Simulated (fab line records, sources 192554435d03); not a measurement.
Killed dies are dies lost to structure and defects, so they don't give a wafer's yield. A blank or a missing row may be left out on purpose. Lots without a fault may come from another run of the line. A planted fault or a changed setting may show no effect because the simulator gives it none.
A struck lot beside a sound one | flow n5_finfet | 17 steps out of a route of 1938
Sound: wafers L120.1, L120.3, L120.5. Struck: wafer L112.1. (L112.4, L112.6 of the same lot were not struck and are left out.) The cause comes at the end.
At each step with rows: each side's tool, then ch and its chambers, then its first start. Under that, the readings that differ: sound wafers | struck wafers | difference of the means | sigmas: that difference in standard deviations of wafers without a fault.
alike: readings whose means differ by less than 2 such deviations, and words and numbers that are the same on both sides. not compared: withheld readings, readings that some wafer has no value for, bounds like >300 that may hide the same value, and numbers for which the record gives no deviation and whose values overlap.
The two part at a step that has a row with sigmas, a row that says differs or no value, or rows on one side only. Numbers that don't overlap but have no deviation are shown without sigmas and don't part them. A reading that every wafer of one side lacks parts them only if that side has two wafers or more.

first, 9 steps without rows for these wafers: N5_BEOL_M2_COAT_61 (time 60 s, resist thk 60 nm); N5_BEOL_M2_COAT_62 (time 60 s, resist thk 12 nm); N5_BEOL_M2_COAT_73 (time 60 s, resist thk 5 nm); N5_BEOL_M2_COAT_05 (resist thk 30 nm); N5_BEOL_M2_EBR_07; N5_BEOL_M2_SOFTBAKE_06 (time 60 s); N5_BEOL_M2_EXPOSE_08 (exposes mask M2); N5_BEOL_M2_PEB_09 (peb time 60 s); N5_BEOL_M2_DEVELOP_10 (develop time 30 s).
N5_BEOL_M2_CD_MEAS_11: target cd 16.79 nm.
  sound on cd_sem-03 ch 0, day 10 14:17; struck on cd_sem-02 ch 0, day 8 05:23
  alike: cd_nm
N5_BEOL_M2_OVL_MEAS_12:
  sound on overlay-01 ch 0, day 10 14:19; struck on overlay-01 ch 0, day 8 05:25
  alike: M2_OVL
N5_BEOL_M2_INSPECT_13: inspects for defects (brightfield).
  sound on defect_inspect-02, day 10 14:37; struck on defect_inspect-02, day 8 05:28
  alike: raw_defect_count
N5_BEOL_M2_DESCUM_16: chemistry O2, time 7 s.
  sound on rie_diel-05 ch 0,1,2, day 10 14:38; struck on rie_diel-06 ch 3, day 8 05:38
  reading                                      | sound          | struck | difference | sigmas
  model.CAR-EUV_of_BEOL_M2_COAT_05.thk_nm (nm) | 26.2 26.4 26.2 | 24.8   | -1.5       |
  alike: bias_power_w, drypump_motor_current_A, oes_product_au, rf_fwd_power_W, rf_vpp_V, showerhead_plenum_p_Torr, throttle_valve_pct
  not compared: rf_hours_counter_h
N5_BEOL_M2_ETCH_74: etches underlayer in N2/H2, target depth 6.5 nm, time 5.2 s.
  sound on rie_diel-05 ch 0,1,2, day 10 14:41; struck on rie_diel-06 ch 3, day 8 05:40
  alike: bias_w, drypump_motor_current_A, etch_rf_on_time_s, oes_product_au, rf_fwd_power_W, rf_vpp_V, showerhead_plenum_p_Torr, throttle_valve_pct
  not compared: rf_hours_counter_h
N5_BEOL_M2_ETCH_63: etches SiARC in CF4, target depth 15.6 nm, time 26 s.
  sound on rie_diel-05 ch 0,1,2, day 10 14:42; struck on rie_diel-06 ch 3, day 8 05:41
  reading                         | sound             | struck | difference | sigmas
  bias_w (W)                      | 35.71 35.92 36.02 | 36.23  | +0.35      | +3
  model.BEOL_M2.cd_offset_nm (nm) | -0.2 0 0          | 0.4    | +0.5       |
  alike: drypump_motor_current_A, etch_rf_on_time_s, oes_product_au, rf_fwd_power_W, rf_vpp_V, showerhead_plenum_p_Torr, throttle_valve_pct
  not compared: rf_hours_counter_h
N5_BEOL_M2_ETCH_64: etches SOC in N2/H2, target depth 75 nm, overetch 22.5 nm, time 121.9 s.
  sound on rie_diel-05 ch 0,1,2, day 10 14:43; struck on rie_diel-06 ch 3, day 8 05:43
  alike: bias_w, drypump_motor_current_A, oes_product_au, rf_fwd_power_W, rf_vpp_V, showerhead_plenum_p_Torr, throttle_valve_pct
  not compared: rf_hours_counter_h
N5_BEOL_M4_RC_MEAS_101:
  sound on prober-02 ch 0, day 12 20:53; struck on prober-02 ch 0, day 9 07:37
  alike: DIBL_N, DIBL_P, IOFF_N, IOFF_P, ION_N, ION_P, SS_N, SS_P, VT_N, VT_P

WHERE THEY PART
Only at N5_BEOL_M2_ETCH_63, within this record. Later steps at which nothing parts them and some readings are alike: N5_BEOL_M2_ETCH_64, N5_BEOL_M4_RC_MEAS_101.

WHY: what the simulator had put in
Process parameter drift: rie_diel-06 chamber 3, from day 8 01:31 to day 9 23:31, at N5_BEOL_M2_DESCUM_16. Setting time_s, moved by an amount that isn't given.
